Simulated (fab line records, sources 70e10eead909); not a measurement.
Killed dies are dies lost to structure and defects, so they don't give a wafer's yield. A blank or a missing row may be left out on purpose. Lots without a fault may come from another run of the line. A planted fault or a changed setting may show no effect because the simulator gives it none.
Chamber matching | flow nand_harc | NHARC_P_M0_STRIP_18 on rie_diel-01: 4 sister chambers
The step strips in N2/H2. 7 wafers are shown with their chamber, then 7 later ones without.

WAFERS WITH THEIR CHAMBER
wafer  | chamber | showerhead_plenum_p_Torr (Torr) | rf_vpp_V (V)
L083.1 | 0       | 1.91                            | 90.2
L083.6 | 1       | 2.17                            | 93.4
L085.1 | 1       | 2.17                            | 92.9
L085.2 | 2       | 1.95                            | 89.8
L085.4 | 3       | 1.99                            | 90.4
L090.1 | 3       | 1.99                            | 90.0
L090.2 | 2       | 1.94                            | 89.5

WAFERS WITHOUT THEIR CHAMBER
wafer  | showerhead_plenum_p_Torr (Torr) | rf_vpp_V (V)
L090.4 | 2.17                            | 89.8
L095.3 | 1.99                            | 91.3
L095.5 | 1.94                            | 90.5
L095.6 | 1.99                            | 89.7
L096.1 | 1.94                            | 91.0
L096.2 | 1.91                            | 89.7
L096.4 | 2.17                            | 92.2

WHICH CHAMBER EACH WENT THROUGH
wafer  | from the rows above | in truth
L090.4 | 1                   | 1
L095.3 | 3                   | 3
L095.5 | 2                   | 2
L095.6 | 3                   | 3
L096.1 | 2                   | 2
L096.2 | 0                   | 0
L096.4 | 1                   | 1
Placed correctly: 7 of 7. Can't be placed from these rows: 0. Placed wrongly: 0.
How it was worked out, from the rows above alone: a wafer's distance from a chamber is the root of the sum, over the readings, of the square of ((its reading less the chamber's mean) divided by the reading's scatter). The wafer belongs to the nearest chamber; if the next one is less than 2 further off, it can't be placed. A chamber's mean is the mean of its shown wafers. The scatter: the root of (the sum of the squares of (reading less its chamber's mean) over the shown wafers, divided by (wafers less chambers)).
